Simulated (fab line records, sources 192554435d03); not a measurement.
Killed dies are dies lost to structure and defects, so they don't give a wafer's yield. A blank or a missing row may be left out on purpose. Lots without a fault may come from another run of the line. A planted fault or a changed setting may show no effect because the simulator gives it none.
A struck lot beside a sound one | flow n5_finfet | 38 steps out of a route of 1938
Sound: wafers L615.2, L615.3, L615.4. Struck: wafers L627.1, L627.2, L627.5. The cause comes at the end.
At each step with rows: each side's tool, then ch and its chambers, then its first start. Under that, the readings that differ: sound wafers | struck wafers | difference of the means | sigmas: that difference in standard deviations of wafers without a fault.
alike: readings whose means differ by less than 2 such deviations, and words and numbers that are the same on both sides. not compared: withheld readings, readings that some wafer has no value for, bounds like >300 that may hide the same value, and numbers for which the record gives no deviation and whose values overlap.
The two part at a step that has a row with sigmas, a row that says differs or no value, or rows on one side only. Numbers that don't overlap but have no deviation are shown without sigmas and don't part them. A reading that every wafer of one side lacks parts them only if that side has two wafers or more.

first, 9 steps without rows for these wafers: N5_BEOL_M4_ANNEAL_95 (time 240 s); N5_BEOL_M4_SPUTTER_96 (material Cu, target thk 4.5 nm, time 8.29 s); N5_BEOL_M4_ECD_50 (material Cu, target thk 300 nm); N5_BEOL_M4_ANNEAL_51 (time 90 s); N5_BEOL_M4_CMP_52 (polishes, stops on SiOC, t overpolish 6.8 s, target thk 40 nm); N5_BEOL_M4_PRE_CLEAN_60 (time 15 s); N5_BEOL_M4_CO_CAP_55 (material Co, precursor CCTBA/H2, target thk 2 nm, time 102.1 s); N5_BEOL_M4_PRE_CLEAN_56 (time 15 s); N5_BEOL_M4_DEP_57 (deposits SiCN from 3MS/NH3, target thk 8 nm, time 14 s).
N5_BEOL_M4_RC_MEAS_101:
  sound on prober-01 ch 0, day 9 01:17; struck on prober-02 ch 0, day 11 22:21
  alike: DIBL_N, DIBL_P, IOFF_N, IOFF_P, ION_N, ION_P, SS_N, SS_P, VT_N, VT_P
then, 24 steps without rows for these wafers: N5_BEOL_M5_ILD_DEP_00 (deposits SiCOH lowk from DEMS/porogen, target thk 140.64 nm, time 25.9 s); N5_BEOL_M5_CURE_79 (cures SiCOH lowk, time 240 s); N5_BEOL_M5_PECVD_70 (deposits SiO2 from TEOS/O2, target thk 16 nm, time 18 s); N5_BEOL_M5_HM_DEP_02 (deposits TiN, target thk 20 nm); N5_BEOL_M5_COAT_59 (time 60 s, resist thk 60 nm); N5_BEOL_M5_COAT_60 (time 60 s, resist thk 12 nm); N5_BEOL_M5_COAT_71 (time 60 s, resist thk 5 nm); N5_BEOL_M5_COAT_05 (resist thk 30 nm); N5_BEOL_M5_EBR_07; N5_BEOL_M5_SOFTBAKE_06 (time 60 s); N5_BEOL_M5_EXPOSE_08 (exposes mask M5, target cd 28 nm); N5_BEOL_M5_PEB_09 (peb time 60 s); N5_BEOL_M5_DEVELOP_10 (develop time 30 s); N5_BEOL_M5_DESCUM_16 (chemistry O2, time 7 s); N5_BEOL_M5_ETCH_72 (etches underlayer in N2/H2, target depth 6.5 nm, time 5.2 s); N5_BEOL_M5_ETCH_61 (etches SiARC in CF4, target depth 15.6 nm, time 26 s); N5_BEOL_M5_ETCH_62 (etches SOC in N2/H2, target depth 75 nm, overetch 15 nm, time 112.5 s); N5_BEOL_M5_STRIP_63 (strips in N2/H2); N5_BEOL_M5_STRIP_73 (strips in N2/H2); N5_BEOL_M5_STRIP_64 (strips in CF4); N5_BEOL_M5_HM_OPEN_17 (chemistry Cl2/BCl3, target TiN, target depth 20 nm, overetch 6 nm); N5_BEOL_M5_STRIP_19 (strips in O2); N5_BEOL_M5_COAT_65 (time 60 s, resist thk 60 nm); N5_BEOL_M5_COAT_66 (time 60 s, resist thk 12 nm).
-- the record jumps here: 3 days lie between the struck wafers' starts before and after (it left off in module BEOL_M5 and takes up again in module BEOL_M12, whose first step shown is number 1639 of the route) --
N5_BEOL_M12_TRENCH_ETCH_34: etches SiOC in C4F8/O2/Ar, target depth 318.95 nm, time 125.5 s.
  sound on rie_diel-04 ch 0,1,2, day 11 20:53; struck on rie_diel-04 ch 2,3, day 14 22:34
  no value came back on the struck wafers for any of 8 readings (C4F8_flow_sccm (sccm), O2_flow_sccm (sccm) and others); on the sound wafers C4F8_flow_sccm (sccm) reads 15.02 14.98 15.10
  reading                                     | sound | struck     | difference | sigmas
  model.SiARC_of_BEOL_M12_COAT_66.thk_nm (nm) | 0 0 0 | 86 85.8 86 | +86        |
N5_BEOL_M12_OCD_MEAS_35:
  sound on ocd-02, day 11 21:02; struck on ocd-01, day 14 22:44
  reading              | sound       | struck | difference | sigmas
  trench_depth_nm (nm) | 323 321 328 | 0 0 0  | -324       | -79
N5_BEOL_M12_CMP_49: polishes, stops on SiOC, t overpolish 20.6 s, target thk 320 nm.
  sound on cmp-03 ch 0,1,3, day 11 22:59; struck on cmp-04 ch 0,1,2, day 15 01:39
  reading                                 | sound         | struck | difference | sigmas
  model.Cu_of_BEOL_M12_ECD_47.thk_nm (nm) | 324.2 323 329 | 0 0 0  | -325       |
  alike: barrier_field_endpoint_s, motor_current_A, overpolish_run_s, retaining_ring_pressure_frac
N5_PASSIVATION_PROBE_49:
  sound on prober-01, day 13 05:51; struck on prober-01, day 16 16:23
  reading                  | sound          | struck         | difference | sigmas
  defect_limited_yield (%) | 91.5 91.5 91.2 | 0 0 0          | -91        | -61
  killed_at_M4_up          | 16 24 30       | 1083 1086 1082 | +1060      | +99 or more
  killed_dies              | 100 100 104    | 1180 1180 1180 | +1079      | +63
  killed_on_rim            | 15 10 11       | 152 152 152    | +140       | +32
  sort_bin_5_function (%)  | 5.2 5.2 4.4    | 96.9 96.7 96.5 | +91.8      | +98
  sort_n_pass              | 1080 1080 1076 | 0 0 0          | -1079      | -63
  sort_yield_pct (%)       | 91.5 91.5 91.2 | 0 0 0          | -91        | -61
  alike: killed_at_M0_to_M3, killed_at_contacts, killed_at_front_end, killed_at_other, killed_open, killed_short, sort_bin_6_memory

WHERE THEY PART
First at N5_BEOL_M12_TRENCH_ETCH_34; last, within this record, at N5_PASSIVATION_PROBE_49.

WHY: what the simulator had put in
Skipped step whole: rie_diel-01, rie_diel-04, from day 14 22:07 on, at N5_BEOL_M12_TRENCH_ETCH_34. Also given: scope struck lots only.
